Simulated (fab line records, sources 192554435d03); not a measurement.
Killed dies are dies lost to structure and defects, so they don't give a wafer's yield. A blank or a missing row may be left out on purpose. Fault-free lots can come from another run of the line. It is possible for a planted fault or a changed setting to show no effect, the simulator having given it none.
Matching of chambers	flow n5Finfet	N5_HKMG_FIN_ETCH_54 on rieDiel-05: 4 sister chambers
The step etches SiARC in CF4, target depth 45.5 nm, time 75.8 s. 4 wafers are shown with their chamber, then 9 later ones without.

== WAFERS, EACH WITH ITS CHAMBER ==
wafer	chamber	showerheadPlenumPTorr (Torr)
L084.2	2	2.11
L084.6	3	2.10
L086.3	0	2.24
L086.5	1	2.18

== WAFERS WITHOUT THEIR CHAMBER ==
wafer	showerheadPlenumPTorr (Torr)
L089.3	2.11
L089.4	2.17
L089.5	2.18
L095.2	2.09
L095.4	2.17
L095.6	2.09
L096.3	2.11
L096.4	2.17
L096.5	2.17

== WHICH CHAMBER EACH ONE RAN IN ==
wafer	from the rows above	in truth
L089.3	can't be placed: 2 or 3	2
L089.4	1	1
L089.5	1	1
L095.2	can't be placed: 3 or 2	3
L095.4	1	1
L095.6	can't be placed: 3 or 2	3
L096.3	can't be placed: 2 or 3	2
L096.4	1	1
L096.5	1	1
Correctly placed: 5 of 9. Cannot be placed on the basis of these rows: 4; the candidates contain the true chamber in 4. Number placed wrongly: 0.
How it was worked out, from the rows above alone: a wafer's distance from a chamber is the root of the sum, over the readings, of the square of ((its reading less the chamber's mean) divided by the reading's scatter). The wafer belongs to the nearest chamber; if the next one is less than 2 further off, it can't be placed. A chamber's mean is the mean of its shown wafers. The scatter (one wafer shown for each chamber): square how far every hidden wafer sits from the nearest shown wafer, average those squares and take the square root.
